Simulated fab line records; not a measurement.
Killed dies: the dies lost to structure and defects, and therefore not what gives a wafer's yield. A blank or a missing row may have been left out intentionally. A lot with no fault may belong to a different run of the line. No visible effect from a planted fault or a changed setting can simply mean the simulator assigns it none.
Problem report, 8D (eight disciplines) form, completed by code | flow nand harc | the parts of the form that need people (team, actions taken, sign-off) are left out

== 1. WHAT WENT WRONG ==
NHARC_P_GATE_ETCH_104, rf fwd power W: mean 687 W over 1 wafer from 1 lot; wafers with no fault: 492 W, standard deviation 3. Relative to the usual mean, that is a shift of +65 standard deviations.
The step: etches the open film in CF4/CHF3, target depth 60 nm.
First seen on wafer L756.3, day 8 13:51, on rie diel-01. Wafers with a number at this step in the record: 36, from 12 lots. Rule for "out" (also "out of limits"): further than 4 standard deviations from the usual mean. The rest of the wafers with a number are treated as sound.

== 2. WHAT IT IS; WHAT IT IS NOT ==
question                    | is                             | is not
which readings at this step | rf fwd power W, oes product au | chamber pressure mTorr, drypump motor current A, rf vpp V, showerhead plenum p Torr, throttle valve pct
which lots                  | L756                           | L748, L749, L750, L751, L752, L753, L764, L766, L768, L770, L771
which wafers of those lots  | L756.3                         | L756.2, L756.5
read on which tools         | rie diel-01                    | rie diel-02, rie diel-07
when                        | from day 8 13:51               | up to then (20 sound wafers); but 15 sound wafers of L764, L766, L768, L770, L771 came after

== 3. THE SUSPECTS, EACH WITH WHAT RULES IT OUT ==
Counting: if a tool at a process step up to the reading ran every lot that is out, it stays a suspect. Sound lots after the first of them don't rule it out here, since some wafers of a struck lot are sound.
- pecvd-02 at NHARC_P_GATE_DEP_103 (deposits SiON, target thk 30 nm): kept. It processed L756, the lot that is out, at day 8 13:02, and its most recent sound lot before then was L753 at day 6 23:02.
- rie diel-01 at NHARC_P_GATE_ETCH_104 (etches the open film in CF4/CHF3, target depth 60 nm): kept. It processed L756, the lot that is out, at day 8 13:51, and its most recent sound lot before then was L752 at day 6 16:47. Out on those wafers are its own readings of oes product au, rf fwd power W.
- Within pecvd-02 at NHARC_P_GATE_DEP_103: the wafers that are out ran in chamber 0; their sound lot-mates ran in chamber 2.
- Within rie diel-01 at NHARC_P_GATE_ETCH_104: the wafers that are out ran in chamber 0; their sound lot-mates ran in chambers 1, 3.
The count leaves rie diel-01 at NHARC_P_GATE_ETCH_104 and pecvd-02 at NHARC_P_GATE_DEP_103.

== 4. THE CAUSE (what the simulator had put in) ==
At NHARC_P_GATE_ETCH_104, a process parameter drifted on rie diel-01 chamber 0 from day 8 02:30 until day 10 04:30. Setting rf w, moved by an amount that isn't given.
2 suspects survive the count, and this tool is in that group.

== 5. SEQUENCE OF EFFECTS, ordered by route ==
Each row: a reading where the mean over the struck wafers with a number is more than 3 standard deviations away from the usual. Scope: only readings with a usual standard deviation given in the record; hours: median across lots of the time from each lot's start at the first step in this table that gives one to its start at this step; sigmas: change in usual standard deviations.
hours | step                  | reading        | usual      | on struck wafers | change | sigmas
0     | NHARC_P_GATE_ETCH_104 | oes product au | 0.948 a.u. | 1.178            | +0.230 | +10
0     | NHARC_P_GATE_ETCH_104 | rf fwd power W | 492 W      | 687              | +195   | +65
Process steps it contains:
- NHARC_P_GATE_ETCH_104: etches the open film in CF4/CHF3, target depth 60 nm.

== 6. WHAT WOULD HAVE CAUGHT IT SOONER ==
11 hours passed between the start of the fault at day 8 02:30 and the first reading out of limits in this record, taken at day 8 13:51.
